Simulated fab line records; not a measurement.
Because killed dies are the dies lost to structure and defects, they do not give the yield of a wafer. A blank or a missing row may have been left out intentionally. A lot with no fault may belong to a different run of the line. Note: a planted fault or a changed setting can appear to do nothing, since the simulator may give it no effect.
Matching of chambers | flow n5-finfet | rie-diel-02 running N5_BEOL_M7_DESCUM_33: 4 sister chambers
The step chemistry O2, time 7 s. 18 wafers are shown with their chamber, then 9 later ones without.

== WAFERS WITH THEIR CHAMBER ==
wafer  | chamber | throttle-valve-pct (%) | oes-product-au (a.u.) | showerhead-plenum-p-Torr (Torr)
L076.2 | 0       | 20.42                  | 0.86                  | 2.14
L076.3 | 1       | 20.51                  | 0.71                  | 2.10
L076.5 | 0       | 20.42                  | 0.86                  | 2.14
L078.1 | 0       | 20.43                  | 0.86                  | 2.14
L078.2 | 3       | 20.79                  | 0.70                  | 2.06
L078.6 | 0       | 20.44                  | 0.86                  | 2.14
L087.3 | 2       | 19.88                  | 0.93                  | 2.10
L087.5 | 2       | 19.86                  | 0.93                  | 2.10
L087.6 | 1       | 20.54                  | 0.69                  | 2.09
L086.2 | 2       | 19.87                  | 0.94                  | 2.10
L086.4 | 1       | 20.53                  | 0.68                  | 2.09
L086.6 | 2       | 19.87                  | 0.93                  | 2.10
L085.1 | 2       | 19.88                  | 0.93                  | 2.10
L085.3 | 0       | 20.46                  | 0.83                  | 2.13
L085.4 | 0       | 20.45                  | 0.84                  | 2.13
L088.1 | 2       | 19.87                  | 0.94                  | 2.10
L088.5 | 2       | 19.89                  | 0.92                  | 2.10
L088.6 | 1       | 20.57                  | 0.69                  | 2.09

SIGNATURES (averages over the wafers above)
reading                  | chamber 0 | chamber 1 | chamber 2 | chamber 3 | scatter within a chamber
throttle-valve-pct       | 20.4367   | 20.5375   | 19.8743   | 20.7900   | 0.0164
oes-product-au           | 0.8517    | 0.6925    | 0.9314    | 0.7000    | 0.0108
showerhead-plenum-p-Torr | 2.1367    | 2.0925    | 2.1000    | 2.0600    | 0.00386
Rule: for each reading, subtract the chamber's mean from the wafer's reading, divide by that reading's scatter and square the result; add these up over the readings and take the root, which gives the wafer's distance from the chamber. The wafer belongs to the nearest chamber; if the next one is less than 2 further off, it can't be placed. The scatter: take each reading less its chamber's mean, square it, sum over the shown wafers, divide by the number of wafers less the number of chambers, and take the root.

== WAFERS WITH NO CHAMBER GIVEN ==
wafer  | throttle-valve-pct (%) | oes-product-au (a.u.) | showerhead-plenum-p-Torr (Torr)
L091.1 | 20.54                  | 0.69                  | 2.09
L091.2 | 19.87                  | 0.92                  | 2.10
L091.6 | 20.55                  | 0.69                  | 2.09
L095.4 | 20.48                  | 0.82                  | 2.13
L095.5 | 19.90                  | 0.91                  | 2.10
L095.6 | 20.47                  | 0.82                  | 2.13
L096.4 | 20.16                  | 0.97                  | 2.09
L096.5 | 20.49                  | 0.81                  | 2.13
L096.6 | 19.90                  | 0.90                  | 2.10

== EACH ONE'S CHAMBER ==
wafer  | from the rows above | in truth
L091.1 | 1                   | 1
L091.2 | 2                   | 2
L091.6 | 1                   | 1
L095.4 | 0                   | 0
L095.5 | 2                   | 2
L095.6 | 0                   | 0
L096.4 | 2                   | 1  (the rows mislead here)
L096.5 | 0                   | 0
L096.6 | 2                   | 2
Correct placement for 8 of the 9. From these rows, 0 cannot be placed. Wrongly placed: 1.
